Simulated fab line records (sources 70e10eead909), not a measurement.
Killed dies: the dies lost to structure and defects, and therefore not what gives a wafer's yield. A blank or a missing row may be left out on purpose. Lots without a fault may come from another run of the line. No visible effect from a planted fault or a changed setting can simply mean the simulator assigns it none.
Which tool is to blame?    flow nand-harc    36 wafers sampled from 12 lots at 1 step of a route of 1302

WHAT EACH GAUGE READ, for each wafer
NHARC_A_SOURCE_PLATE_THK_MEAS_06: measures by ellipsometry.
lot   measured      on             thk-nm (nm)
L075  day 8 01:05   film-metro-02  198.8 199.2 199.2
L077  day 8 16:05   film-metro-01  198.0 198.9 202.5
L079  day 9 16:00   film-metro-01  201.5 201.0 199.9
L081  day 10 06:51  film-metro-02  197.8 196.7 199.2
L083  day 11 11:13  film-metro-02  199.8 200.4 199.3
L085  day 12 07:38  film-metro-02  200.2 199.2 199.9
L087  day 12 23:40  film-metro-01  198.3 200.7 197.8
L089  day 13 19:17  film-metro-02  199.5 197.5 198.3
L091  day 14 21:10  film-metro-02  196.9 199.1 198.4
L093  day 15 12:17  film-metro-02  199.6 199.4 199.4
L095  day 16 05:04  film-metro-02  199.9 201.6 200.3
L097  day 17 15:54  film-metro-02  202.0 199.5 198.3

TOOL THAT RAN EACH LOT (tool first, then ch and the chambers of the sampled wafers, then the start)
Before these readings, the record contains no process step.

THE ANSWER, worked out from the rows above alone
Rule: what is usual is taken from the lots themselves. The widest of any qualifying gaps counts: lots, ordered by their means at a reading, are off when they make up no more than a third of the lots, leave a main group of 4 or more, and stand apart from it by 3 or more times the standard deviation of that group's means. Not used: any main group whose means are identical at the precision the tables above print for the reading. Also off: a lot with no number at a reading for which 4 or more lots have one. All remaining lots with rows at the step are treated as sound.
No lot is off on any of the readings shown, so nothing can be concluded from this.

WHAT HAD BEEN PUT IN BY THE SIMULATOR
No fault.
